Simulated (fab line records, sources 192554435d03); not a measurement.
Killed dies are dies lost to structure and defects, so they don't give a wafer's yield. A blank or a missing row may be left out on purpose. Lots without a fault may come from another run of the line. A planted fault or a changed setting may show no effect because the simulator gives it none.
Problem report in the 8D (eight disciplines) form, filled by code | flow n5_finfet | the parts of the form that need people (team, actions taken, sign-off) are left out

1. THE PROBLEM
rf_fwd_power_W at N5_BEOL_M7_VIA_ETCH_34 reads a mean of 423.3 W on 9 wafers of 3 lots; wafers without a fault read 341.9 W with a standard deviation of 1.5. That is +54 standard deviations from the usual mean.
The step: etches SiCOH lowk in C4F6/O2, target depth 125.5 nm, time 50.5 s.
First seen on wafer L256.3, day 10 09:41, on rie_diel-03. The record holds 32 wafers of 11 lots with a number at this step. Rule for "out", or "out of limits": more than 4 standard deviations from the usual mean. The other wafers with a number count as sound.

2. WHAT IT IS AND WHAT IT IS NOT
question                    | is                       | is not
which readings at this step | rf_fwd_power_W, rf_vpp_V | drypump_motor_current_A, oes_product_au, showerhead_plenum_p_Torr, throttle_valve_pct
which lots                  | L256, L257, L258         | L252, L253, L255, L262, L266, L268, L270, L271
which wafers of those lots  | all that have a number   | -
read on which tools         | rie_diel-03              | rie_diel-01, rie_diel-04
when                        | from day 10 09:41        | up to then (9 sound wafers); but 14 sound wafers of L262, L266, L268, L270, L271 came after

3. SUSPECTS, AND WHAT RULES EACH OUT
Counting: a tool at a process step up to the reading stays a suspect if it ran every lot that is out and no sound lot after the first of them.
- rie_diel-03 at N5_BEOL_M7_VIA_ETCH_34 (etches SiCOH lowk in C4F6/O2, target depth 125.5 nm, time 50.5 s): ruled out as a lasting fault. Sound lots L270, L271 ran on it after its first lot that is out, L256 (day 10 09:41).
Left after counting: nothing in the record.

4. THE CAUSE (what the simulator had put in)
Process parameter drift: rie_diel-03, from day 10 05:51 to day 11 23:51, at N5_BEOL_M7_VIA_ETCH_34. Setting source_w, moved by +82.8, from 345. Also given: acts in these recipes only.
Counting ruled it out, wrongly.

5. THE CHAIN OF EFFECTS, in route order
Each row: a reading whose mean over the struck wafers that have a number lies more than 3 standard deviations from the usual. Only readings for which the record gives a usual standard deviation are gone through. hours: the time from each lot's start at the first step in this table that gives one to its start at this step, as a median over the lots. sigmas: the change in usual standard deviations.
hours | step                   | reading        | usual   | on struck wafers | change | sigmas
0     | N5_BEOL_M7_VIA_ETCH_34 | rf_fwd_power_W | 341.9 W | 423.3            | +81.4  | +54
0     | N5_BEOL_M7_VIA_ETCH_34 | rf_vpp_V       | 673 V   | 606              | -67    | -5.1
The process steps in it:
- N5_BEOL_M7_VIA_ETCH_34: etches SiCOH lowk in C4F6/O2, target depth 125.5 nm, time 50.5 s.

6. WHAT WOULD HAVE CAUGHT IT SOONER
In this record the first reading out of limits was taken at day 10 09:41, 4 hours after the fault began at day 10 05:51.
